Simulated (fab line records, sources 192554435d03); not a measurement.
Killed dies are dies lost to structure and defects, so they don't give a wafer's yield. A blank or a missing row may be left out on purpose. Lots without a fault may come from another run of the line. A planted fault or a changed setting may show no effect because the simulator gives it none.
Split-lot experiment | flow n5_finfet | 7 lots, 39 wafers read, on a route of 1938 steps

THE SPLIT
At N5_PASSIVATION_ETCH_15 (etches SiCN in CF4/N2, target depth 75 nm, time 81.2 s), the setting target_depth_a was moved away from the recipe's 750 angstrom on 15 of the 39 wafers read, by -56.3% to +25.8%. The other wafers ran this setting at the recipe's value.

The reading is taken at the split's own step.

THE READING
etch.depth_nm (the simulator's own value, which no gauge read), in nm, at N5_PASSIVATION_ETCH_15 (etches SiCN in CF4/N2, target depth 75 nm, time 81.2 s). The file gives no usual value for it. The 24 wafers here that ran the recipe average 64.81 nm, standard deviation 1.3 nm.

wafer  | tool, chamber at the split | target_depth_a as run, angstrom | against the recipe | etch.depth_nm, nm | against lot-mates on the recipe
L077.1 | rie_diel-04, 0             | 750                             | recipe             | 64.39             | -
L077.2 | rie_diel-04, 2             | 902.4                           | +20.3%             | 76.99             | +12.05
L077.3 | rie_diel-04, 3             | 902.4                           | +20.3%             | 80.04             | +15.10
L077.4 | rie_diel-04, 1             | 750                             | recipe             | 65.18             | -
L077.5 | rie_diel-04, 3             | 902.4                           | +20.3%             | 80.11             | +15.17
L077.6 | rie_diel-04, 0             | 750                             | recipe             | 65.24             | -
L079.3 | rie_diel-04, 3             | 750                             | recipe             | 66.97             | -
L079.4 | rie_diel-04, 2             | 750                             | recipe             | 64.28             | -
L079.5 | rie_diel-04, 1             | 750                             | recipe             | 65.36             | -
L078.1 | rie_diel-06, 1             | 750                             | recipe             | 66.17             | -
L078.2 | rie_diel-06, 2             | 750                             | recipe             | 65.28             | -
L078.3 | rie_diel-06, 3             | 750                             | recipe             | 63                | -
L078.4 | rie_diel-06, 0             | 750                             | recipe             | 66.25             | -
L078.5 | rie_diel-06, 1             | 750                             | recipe             | 65.79             | -
L078.6 | rie_diel-06, 0             | 750                             | recipe             | 65.44             | -
L081.1 | rie_diel-05, 1             | 750                             | recipe             | 63.26             | -
L081.2 | rie_diel-05, 2             | 750                             | recipe             | 63.27             | -
L081.3 | rie_diel-05, 0             | 327.5                           | -56.3%             | 28.33             | -35.03
L081.4 | rie_diel-05, 1             | 750                             | recipe             | 63.54             | -
L081.5 | rie_diel-05, 0             | 327.5                           | -56.3%             | 28.28             | -35.08
L081.6 | rie_diel-05, 2             | 327.5                           | -56.3%             | 27.5              | -35.86
L086.1 | rie_diel-06, 2             | 750                             | recipe             | 64.98             | -
L086.2 | rie_diel-06, 3             | 750                             | recipe             | 62.74             | -
L086.3 | rie_diel-06, 1             | 424.1                           | -43.5%             | 37.1              | -27.21
L086.4 | rie_diel-06, 0             | 750                             | recipe             | 65.22             | -
L086.5 | rie_diel-06, 0             | 424.1                           | -43.5%             | 36.94             | -27.37
L086.6 | rie_diel-06, 1             | 424.1                           | -43.5%             | 37.21             | -27.10
L087.1 | rie_diel-05, 1             | 750                             | recipe             | 63.18             | -
L087.2 | rie_diel-05, 3             | 876.5                           | +16.9%             | 75.21             | +11.52
L087.3 | rie_diel-05, 0             | 876.5                           | +16.9%             | 74.57             | +10.88
L087.4 | rie_diel-05, 2             | 750                             | recipe             | 62.97             | -
L087.5 | rie_diel-05, 0             | 876.5                           | +16.9%             | 75.26             | +11.57
L087.6 | rie_diel-05, 3             | 750                             | recipe             | 64.91             | -
L096.1 | rie_diel-06, 2             | 943.4                           | +25.8%             | 82.93             | +16.96
L096.2 | rie_diel-06, 3             | 750                             | recipe             | 64.04             | -
L096.3 | rie_diel-06, 1             | 750                             | recipe             | 67.13             | -
L096.4 | rie_diel-06, 0             | 750                             | recipe             | 66.74             | -
L096.5 | rie_diel-06, 2             | 943.4                           | +25.8%             | 82.96             | +16.99
L096.6 | rie_diel-06, 1             | 943.4                           | +25.8%             | 83.61             | +17.64

THE FIT
A straight line over all 39 wafers: etch.depth_nm changes by +0.657 nm for each +1% of target_depth_a; r = +1.00; the points scatter about the line by 1.3 nm.
The same after taking each lot's own level away (the mean of its wafers on the recipe; 39 wafers): +0.639 nm for each +1%; r = +1.00; scatter 0.99 nm.
On that fit, the largest move of target_depth_a shifts the reading by 36 nm.
The lots' own levels span 63.357 to 65.970 nm, that is 2.0 times the standard deviation above.
So the lot-to-lot level changes the slope little: the two slopes agree.
Check: with one of the wafers moved furthest among these (-56.3%) left out of the fit, the line predicts -35.9 nm for it against its lot-mates. It came out at -35 nm against them.

OTHER SPLITS ON THESE WAFERS
These wafers also went through other splits before the reading. Each is held against what the fit with the lots' levels taken away leaves over:
other split on the same wafers      | wafers away from the commonest value | r with etch.depth_nm (lot level and that fit taken away)
N5_BEOL_M15_ILD_DEP_00 target_thk_a | 15                                   | +0.07

THE FILE'S OWN FIT
etch.depth_nm changes by +0.637 nm for each +1% of target_depth_a, r = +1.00.
